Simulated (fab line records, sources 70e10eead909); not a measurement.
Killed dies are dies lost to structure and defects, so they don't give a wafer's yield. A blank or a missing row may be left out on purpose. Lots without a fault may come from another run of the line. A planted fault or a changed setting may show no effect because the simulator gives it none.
Chamber matching | flow nand_harc | NHARC_P_STI_CMP_21 on cmp-02: 4 sister chambers
The step polishes, t overpolish 20 s, target thk 380.67 nm. 16 wafers are shown with their chamber, then 8 later ones without.

WAFERS WITH THEIR CHAMBER
wafer  | chamber | motor_current_A (A) | overpolish_run_s (s)
L842.3 | 0       | 11.7                | 20.004
L842.5 | 3       | 12.2                | 19.999
L842.6 | 2       | 11.7                | 19.999
L843.1 | 0       | 11.4                | 20.007
L843.2 | 1       | 14.4                | 20.003
L843.5 | 1       | 13.4                | 20.004
L844.1 | 0       | 11.1                | 20.005
L844.3 | 3       | 12.4                | 19.985
L844.6 | 3       | 11.7                | 19.991
L845.1 | 3       | 12.7                | 20.000
L845.5 | 2       | 11.9                | 19.984
L845.6 | 3       | 13.3                | 19.990
L846.2 | 0       | 12.6                | 19.982
L846.4 | 3       | 12.2                | 19.993
L846.5 | 1       | 13.3                | 20.015
L849.1 | 2       | 12.2                | 20.009

SIGNATURES (means of the wafers above)
reading          | chamber 0 | chamber 1 | chamber 2 | chamber 3 | scatter within a chamber
motor_current_A  | 11.700    | 13.700    | 11.933    | 12.417    | 0.547
overpolish_run_s | 19.99950  | 20.00733  | 19.99733  | 19.99300  | 0.00904
Rule: a wafer's distance from a chamber is the root of the sum, over the readings, of the square of ((its reading less the chamber's mean) divided by the reading's scatter). The wafer belongs to the nearest chamber; if the next one is less than 2 further off, it can't be placed. The scatter: the root of (the sum of the squares of (reading less its chamber's mean) over the shown wafers, divided by (wafers less chambers)).

WAFERS WITHOUT THEIR CHAMBER
wafer  | motor_current_A (A) | overpolish_run_s (s)
L849.2 | 12.5                | 20.011
L849.3 | 11.7                | 19.997
L863.2 | 11.1                | 20.008
L863.4 | 11.8                | 20.010
L863.5 | 12.0                | 20.006
L865.2 | 13.2                | 19.996
L865.3 | 12.0                | 20.012
L865.6 | 13.7                | 19.983

WHICH CHAMBER EACH WENT THROUGH
wafer  | from the rows above               | in truth
L849.2 | can't be placed: 2 or 0 or 3 or 1 | 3
L849.3 | can't be placed: 0 or 2 or 3      | 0
L863.2 | can't be placed: 0 or 2 or 3      | 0
L863.4 | can't be placed: 0 or 2 or 3      | 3
L863.5 | can't be placed: 0 or 2 or 3      | 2
L865.2 | can't be placed: 3 or 1 or 2 or 0 | 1
L865.3 | can't be placed: 0 or 2 or 3 or 1 | 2
L865.6 | can't be placed: 3 or 1 or 2 or 0 | 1
Placed correctly: 0 of 8. Can't be placed from these rows: 8 (the true chamber is among the candidates in 8). Placed wrongly: 0.
